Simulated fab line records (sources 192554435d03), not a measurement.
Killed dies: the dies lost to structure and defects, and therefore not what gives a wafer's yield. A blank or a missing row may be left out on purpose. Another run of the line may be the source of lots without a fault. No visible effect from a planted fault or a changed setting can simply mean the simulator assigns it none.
fab line records | flow n5Finfet
record lots=11 wafers=32 lastDay=17
route steps=1938 shown MIM_TOP@1835 MIM_BOT_ETCH@1867 PASS1_CAP@1873 TV_LITHO@1885 PAD_METAL@1895 PASSIVATION@1936
lots untouched by any fault: they come from a run of this same line in which no faults occurred
startH: the number of hours between the record's first day and the start of the first shown wafer of the lot | waitH: hours elapsed since this lot's preceding step | " unchanged from the row above | L1.1+2: a row that stands for several wafers | - no value, or no start was given | * or withheld: withheld | < > ~ a bound
route shown NAME@n: NAME is a module with steps in the file, n the number in the route of the first one | usual: the fault-free wafers' mean and standard deviation | same: alike in all rows | chamber/n: place in a boat | sites: readings site by site | _std_site: how widely they spread, as a standard deviation | _edge_site: inner sites' mean taken away from outer sites' mean | radiusMm: for every site, how far away it sits from the centre of the wafer | mask NAME#n: copy n | behind: the most recent tool/chamber to have shaped the wafer | hold: the reason the lot was held/the length of the hold in hours/how it ended | device: which transistor (n, p or np) failed to switch | end of line: tests of these same wafers at the route's end | where a step has no rows: the recipe by itself | killed: dies that structure and defects cost at the first sort, which is not the same as the wafer's yield | map: a wafer's dies, x killed, . not, _ none there
set.NAME: setting as actually run; set.NAME@STEP: the setting as run at that earlier step | model.NAME: the simulator's own value behind a step, which no gauge read
steps of the route over a sample of lots; a table a step, a row a wafer
services: the hour from which a tool's chamber was out of use, counted from the record's first day as startH (under 0 if before that day), plus the number of hours and why
## steps
# step N5_MIM_TOP_ALD_01
# recipe material=HfO2 targetThkA=56 tempC=withheld aldPrecursorFamily=Hf-amide aldCoReactant=O3 pulseTimeS=1 purgeTimeS=3 coReactantPurgeTimeS=2 coReactantPulseTimeS=3 aldCycles=62
# usual precursorPulseHeightRel=1.000/0.021
# same pulseTimeS=1
# columns lot.wafer tool chamber startH waitH precursorPulseHeightRel
L285.2 aldHk-01 0 - - 1.015
L285.3 " 3 " " 1.025
L285.4 " 2 " " 0.985
L286.3 aldHk-03 0 - - 0.968
L286.5 " 1 " " 0.972
L287.1 aldHk-02 1 - - 1.002
L287.2 " 0 " " 0.990
L287.5 " 2 " " 0.993
L292.1 aldHk-02 3 - - 1.007
L292.2 " 2 " " 1.006
L292.3 " 0 " " 1.033
L293.1 aldHk-03 1 - - 1.012
L293.3 " 0 " " 1.046
L293.6 " 1 " " 1.015
L297.1 aldHk-02 3 - - 1.005
L297.3 " 2 " " 1.004
L297.4 " 0 " " 1.025
L299.2 aldHk-02 3 - - 1.009
L299.5 " 2 " " 0.984
L299.6 " 3 " " 0.997
L304.1 aldHk-03 1 - - 1.024
L304.3 " 3 " " 1.004
L304.5 " 3 " " 0.988
L306.2 aldHk-01 2 - - 0.997
L306.3 " 1 " " 1.023
L306.5 " 3 " " 0.970
L305.1 aldHk-03 0 - - 1.022
L305.2 " 2 " " 1.011
L305.5 " 1 " " 0.993
L308.2 aldHk-02 2 - - 1.016
L308.3 " 0 " " 0.999
L308.6 " 2 " " 0.996
# step N5_MIM_BOT_ETCH_ETCH_03
# recipe chemistry=Cl2/BCl3 targetDepthA=120 pressureMtorr=8 icpW=800 biasW=100 Cl2_flow_sccm=20 bcl3FlowSccm=80
# usual drypumpMotorCurrentA=6.0/0.35 oesProductAu=0.81/0.071 throttleValvePct=27.5/0.38
# columns lot.wafer tool chamber startH waitH drypumpMotorCurrentA oesProductAu rfHoursCounterH throttleValvePct
L285.2 rieMetal-01 0 262.08 0.1 5.7 0.89 13 27.0
L285.3 " 0 " " 5.7 0.90 - 27.0
L285.4 " 1 " " 6.1 0.86 - 28.0
L286.3 rieMetal-02 0 263.33 0.1 6.3 0.84 - 27.6
L286.5 " 1 " " 6.5 0.71 - 27.4
L287.1 rieMetal-02 0 266.18 0.1 6.3 0.85 16 27.6
L287.2 " 1 " " 6.5 0.71 82 27.4
L287.5 " 1 " " 6.5 0.71 - 27.4
L292.1 rieMetal-02 0 299.29 0.1 6.3 0.83 19 27.6
L292.2 " 1 " " 6.5 0.70 85 27.4
L292.3 " 0 " " 6.3 0.84 - 27.6
L293.1 rieMetal-03 0 324.67 0.1 5.6 0.92 6 27.2
L293.3 " 1 " " 5.5 0.70 - 27.7
L293.6 " 1 " " 5.5 0.70 - 27.7
L297.1 rieMetal-01 0 338.21 0.1 5.7 0.86 21 27.0
L297.3 " 0 " " 5.7 0.85 - 27.0
L297.4 " 1 " " 6.1 0.83 - 28.1
L299.2 rieMetal-03 1 348.14 0.1 5.5 0.70 85 27.7
L299.5 " 0 " " 5.7 0.90 - 27.2
L299.6 " 1 " " 5.5 0.71 - 27.7
L304.1 rieMetal-02 1 392.21 0.1 6.5 0.69 92 27.5
L304.3 " 0 " " 6.3 0.79 - 27.6
L304.5 " 1 " " 6.5 0.69 - 27.5
L306.2 rieMetal-03 1 392.61 0.1 5.5 0.69 87 27.7
L306.3 " 0 " " 5.6 0.89 - 27.2
L306.5 " 1 " " 5.5 0.70 - 27.7
L305.1 rieMetal-01 0 396.09 0.1 5.7 0.85 27 27.0
L305.2 " 1 " " 6.1 0.81 39 28.1
L305.5 " 1 " " 6.1 0.81 - 28.1
L308.2 rieMetal-01 0 399.52 0.1 5.7 0.83 28 27.0
L308.3 " 0 " " 5.7 0.84 - 27.0
L308.6 " 0 " " 5.7 0.84 - 27.0
# step N5_PASSIVATION_PECVD_55
# recipe material=SiO2 targetThkA=4000 tempC=400 precursor=SiH4/N2O pressureTorr=2.7 rfW=608 timeS=22.5
# usual chamberPressureTorr=2.699/0.0061 heaterPowerW=637/91 showerheadPlenumPTorr=8.11/0.086 susceptorTempC=400.01/0.23 throttleValvePct=51.7/2.9
# columns lot.wafer tool chamber startH waitH chamberPressureTorr heaterPowerW showerheadPlenumPTorr susceptorTempC throttleValvePct
L285.2 pecvd-02 0 262.85 0.0 2.695 666 8.22 400.20 49.8
L285.3 " 2 " " 2.695 547 8.01 400.27 50.8
L285.4 " 2 " " 2.690 553 8.02 399.95 50.3
L286.3 pecvd-01 0 264.13 0.0 2.687 567 8.13 399.81 55.9
L286.5 " 1 " " 2.703 505 8.10 399.80 51.2
L287.1 pecvd-01 2 266.91 0.0 2.702 616 8.07 399.99 51.8
L287.2 " 1 " " 2.694 496 8.10 400.25 51.5
L287.5 " 0 " " 2.698 614 8.15 400.06 55.9
L292.1 pecvd-04 2 300.29 0.0 2.704 793 8.12 400.27 46.2
L292.2 " 1 " " 2.687 687 8.26 399.78 51.4
L292.3 " 0 " " 2.707 647 8.05 400.10 52.6
L293.1 pecvd-04 1 325.41 0.0 2.697 707 8.25 400.17 51.8
L293.3 " 0 " " 2.697 674 8.03 400.03 52.4
L293.6 " 0 " " 2.699 539 8.05 400.06 52.3
L297.1 pecvd-04 2 339.35 0.0 2.704 727 8.12 400.30 46.6
L297.3 " 0 " " 2.676 638 8.04 400.05 52.6
L297.4 " 2 " " 2.706 742 8.14 399.88 46.6
L299.2 pecvd-01 1 348.91 0.0 2.697 528 8.10 399.97 51.4
L299.5 " 1 " " 2.695 523 8.08 399.88 51.3
L299.6 " 2 " " 2.695 625 8.08 399.82 52.5
L304.1 pecvd-01 2 392.95 0.0 2.691 610 8.06 399.94 53.0
L304.3 " 2 " " 2.695 607 8.09 400.07 52.7
L304.5 " 0 " " 2.704 572 8.14 399.74 55.8
L306.2 pecvd-04 2 393.49 0.0 2.699 712 8.12 400.15 47.1
L306.3 " 1 " " 2.707 660 8.26 399.85 51.8
L306.5 " 1 " " 2.705 688 8.23 400.01 51.5
L305.1 pecvd-04 1 396.83 0.0 2.702 707 8.25 400.44 51.7
L305.2 " 2 " " 2.688 709 8.12 400.31 47.0
L305.5 " 2 " " 2.693 734 8.11 400.31 47.3
L308.2 pecvd-04 0 400.25 0.0 2.706 575 8.04 400.20 52.7
L308.3 " 2 " " 2.688 787 8.10 400.00 47.0
L308.6 " 2 " " 2.693 795 8.13 399.87 47.2
# step N5_PASSIVATION_INSPECT_61
# recipe mode=adi inspectInstrument=macro
# usual rawDefectCount=1.9/1.4
# columns lot.wafer tool chamber startH waitH rawDefectCount
L285.2 defectInspect-01 - 263.39 0.0 1
L285.3 " - " " 3
L285.4 " - " " 1
L286.3 defectInspect-01 - 264.74 0.0 2
L286.5 " - " " 1
L287.1 defectInspect-01 - 268.20 0.0 5
L287.2 " - " " 2
L287.5 " - " " 3
L292.1 defectInspect-01 - 302.37 0.0 1
L292.2 " - " " 2
L292.3 " - " " 4
L293.1 defectInspect-02 - 328.21 0.0 >300
L293.3 " - " " >300
L293.6 " - " " >300
L297.1 defectInspect-01 - 340.01 0.0 >300
L297.3 " - " " >300
L297.4 " - " " >300
L299.2 defectInspect-01 - 350.55 0.0 3
L299.5 " - " " 3
L299.6 " - " " 2
L306.2 defectInspect-02 - 396.64 0.0 1
L306.3 " - " " 0
L306.5 " - " " 2
L304.1 defectInspect-01 - 396.68 0.0 1
L304.3 " - " " 5
L304.5 " - " " 0
L305.1 defectInspect-02 - 397.48 0.0 1
L305.2 " - " " 4
L305.5 " - " " 5
L308.2 defectInspect-02 - 402.89 0.0 6
L308.3 " - " " 5
L308.6 " - " " 2
# step N5_PASSIVATION_SPUTTER_20
# recipe material=TaN targetThkA=500 tempC=25 chamberPressurePa=0.4
# usual susceptorTempC=25.00/0.11 throttleValvePct=30.2/0.7
# columns lot.wafer tool chamber startH waitH susceptorTempC throttleValvePct
L285.2 pvdSputter-02 - 264.38 0.0 24.86 30.2
L285.3 " - " " 25.10 30.0
L285.4 " - " " 24.95 31.2
L286.3 pvdSputter-02 - 267.16 0.0 24.98 30.3
L286.5 " - " " 24.89 31.5
L287.1 pvdSputter-03 - 269.96 0.0 25.02 31.8
L287.2 " - " " 24.99 29.8
L287.5 " - " " 25.02 29.4
L292.1 pvdSputter-02 - 303.48 0.0 24.95 29.8
L292.2 " - " " 25.03 30.2
L292.3 " - " " 24.95 31.2
L293.1 pvdSputter-03 - 329.45 0.0 24.92 29.4
L293.3 " - " " 25.00 29.6
L293.6 " - " " 24.89 29.5
L297.1 pvdSputter-03 - 341.09 0.0 24.97 29.5
L297.3 " - " " 24.98 32.0
L297.4 " - " " 24.77 29.6
L299.2 pvdSputter-01 - 352.57 0.0 24.83 30.4
L299.5 " - " " 24.96 29.6
L299.6 " - " " 24.86 30.2
L306.2 pvdSputter-03 - 397.76 0.0 25.12 31.8
L306.3 " - " " 25.10 29.4
L306.5 " - " " 25.00 29.6
L304.1 pvdSputter-03 - 398.14 0.0 25.05 29.5
L304.3 " - " " 24.94 29.5
L304.5 " - " " 25.11 30.3
L305.1 pvdSputter-03 - 399.04 0.0 24.98 31.6
L305.2 " - " " 24.89 29.5
L305.5 " - " " 25.00 29.5
L308.2 pvdSputter-01 - 404.32 0.0 25.11 30.1
L308.3 " - " " 24.84 29.6
L308.6 " - " " 25.06 30.3
# step N5_PASSIVATION_PROBE_49
# usual defectLimitedYield=91.0/1.3 killed_at_M0_to_M3=36/9.5 killed_at_M4_up=14/5.6 killedAtContacts=12/6.4 killedAtFrontEnd=40/10 killedAtOther=3.2/3 killedDies=107/15 killedOpen=69/12 killedShort=35/7.7 sort_bin_5_function=5.3/0.91 sort_bin_6_memory=3.3/0.65 sortNPass=1073/15 sortYieldPct=91.0/1.3
# same grossDies=1180 killedAtBackSide=0 sort_bin_4_leakage[%]=0 sort_bin_8_speed[%]=0
# columns lot.wafer tool chamber startH waitH defectLimitedYield[%] killed_at_M0_to_M3 killed_at_M4_up killedAtContacts killedAtFrontEnd killedAtOther killedDies killedOpen killedShort sort_bin_5_function[%] sort_bin_6_memory[%] sortNPass sortYieldPct[%]
L293.1 prober-02 - 335.75 0.0 85.5 28 14 2 37 90 171 61 22 7.6 3.2 1009 85.5
L293.3 prober-02 - 335.85 0.1 76.3 37 26 3 53 161 280 88 30 13.8 4.9 900 76.3
L293.6 prober-02 - 336.00 0.3 79.7 38 5 4 38 155 240 57 27 12.7 3.8 940 79.7
L297.1 prober-02 - 347.34 0.0 80.4 16 9 7 32 167 231 32 33 12.6 3.0 949 80.4
L297.3 prober-02 - 347.44 0.1 80.3 30 12 6 24 160 232 47 27 10.7 4.7 948 80.3
L297.4 prober-02 - 347.49 0.2 79.9 19 9 7 37 165 237 46 27 11.0 4.2 943 79.9
# killed by level:class
L293.1 PASS1_CAP:unspecified=87 FIN_SAQP:geometricParticle:open=9 BEOL_M0_SAQP:geometricParticle:open=9 FIN_SAQP:geometricParticle:short=8 BEOL_M3:geometricParticle:open=8 STI_FIN_REVEAL:geometricParticle:open=7 GATE_CUT:geometricParticle:open=7 BEOL_M4:geometricParticle:open=6
L293.3 PASS1_CAP:unspecified=160 BEOL_M4:geometricParticle:open=16 STI_FIN_REVEAL:geometricParticle:open=14 BEOL_M1:geometricParticle:open=14 FIN_SAQP:geometricParticle:short=9 BEOL_M3:geometricParticle:open=9 FIN_SAQP:geometricParticle:open=8 BEOL_M0_SAQP:geometricParticle:open=6
L293.6 PASS1_CAP:unspecified=155 BEOL_M3:geometricParticle:open=11 BEOL_M0_SAQP:geometricParticle:short=9 BEOL_M1:geometricParticle:open=9 FIN_SAQP:geometricParticle:open=6 GATE_CUT:geometricParticle:short=6 GATE_CUT:geometricParticle:open=5 BEOL_M0_SAQP:geometricParticle:open=5
L297.1 PASS1_CAP:unspecified=164 FIN_SAQP:geometricParticle:short=8 FIN_SAQP:geometricParticle:open=6 MOL_CONTACT_COAG:geometricParticle:open=6 BEOL_M0_SAQP:geometricParticle:short=5 BEOL_M0_SAQP:geometricParticle:open=4 ILD0:geometricParticle:open=3 BEOL_M1:geometricParticle:short=3
L297.3 PASS1_CAP:unspecified=157 BEOL_M0_SAQP:geometricParticle:short=13 BEOL_M0_SAQP:geometricParticle:open=8 FIN_SAQP:geometricParticle:open=7 MOL_CONTACT_COAG:geometricParticle:open=6 BEOL_M1:geometricParticle:open=6 BEOL_M4:geometricParticle:open=4 FIN_SAQP:geometricParticle:short=3
L297.4 PASS1_CAP:unspecified=157 FIN_SAQP:geometricParticle:short=12 MOL_CONTACT_COAG:geometricParticle:open=6 BEOL_M1:geometricParticle:open=6 HKMG_FIN:areaEtch=6 GATE_CUT:geometricParticle:open=5 BEOL_M3:geometricParticle:open=5 BEOL_M4:geometricParticle:open=5
## services
# columns tool chamber startH hours kind
rieMetal-01 - 249.72 2.8 pm
rieMetal-01 - 255.36 4.0 pm
pecvd-04 1 255.80 14.1 repair
pvdSputter-01 - 265.37 5.6 repair
pecvd-02 2 299.65 5.5 scheduledDown
rieMetal-02 - 304.64 2.8 pm
pecvd-02 1 305.11 2.1 scheduledDown
pecvd-02 - 307.51 5.5 pm
pecvd-01 2 326.11 - calibration
aldHk-01 - 331.94 2.8 pm
pecvd-02 - 337.70 3.3 repair
pvdSputter-02 - 350.92 15.4 repair
pecvd-01 0 351.26 5.5 scheduledDown
pecvd-04 0 353.65 2.1 scheduledDown
pecvd-01 1 356.72 2.1 scheduledDown
pvdSputter-01 - 363.81 5.6 repair
pvdSputter-02 - 366.68 18.9 repair
pecvd-01 1 383.62 - clean
pecvd-01 1 383.62 - consumableReplace:showerhead
pecvd-01 1 383.62 29.0 scheduledDown
pecvd-01 1 383.62 29.0 ventCycle
aldHk-01 - 393.46 0.9 repair
## key
firstSign step=N5_PASSIVATION_INSPECT_61 reading=rawDefectCount direction=up sigmas=99+ usual=1.9 struck=>300
effect step=N5_PASSIVATION_PROBE_49 reading=killedAtOther direction=up sigmas=49 usual=3.2 struck=149.7
moreKillsBornAt N5_PASSIVATION_PECVD_55@pecvd-04=880
metAt N5_PASSIVATION_PECVD_55
struckLots L293,L297
notActingAt N5_MIM_TOP_ALD_01,N5_MIM_BOT_ETCH_ETCH_03,N5_PASSIVATION_SPUTTER_20
onsetBetween 300.29 325.41
fault kind=chamberParticleSource tool=pecvd-04 chamber=- onsetH=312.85 steps=N5_PASSIVATION_PECVD_55 ratePerVisitCm2=2.0336 endH=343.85
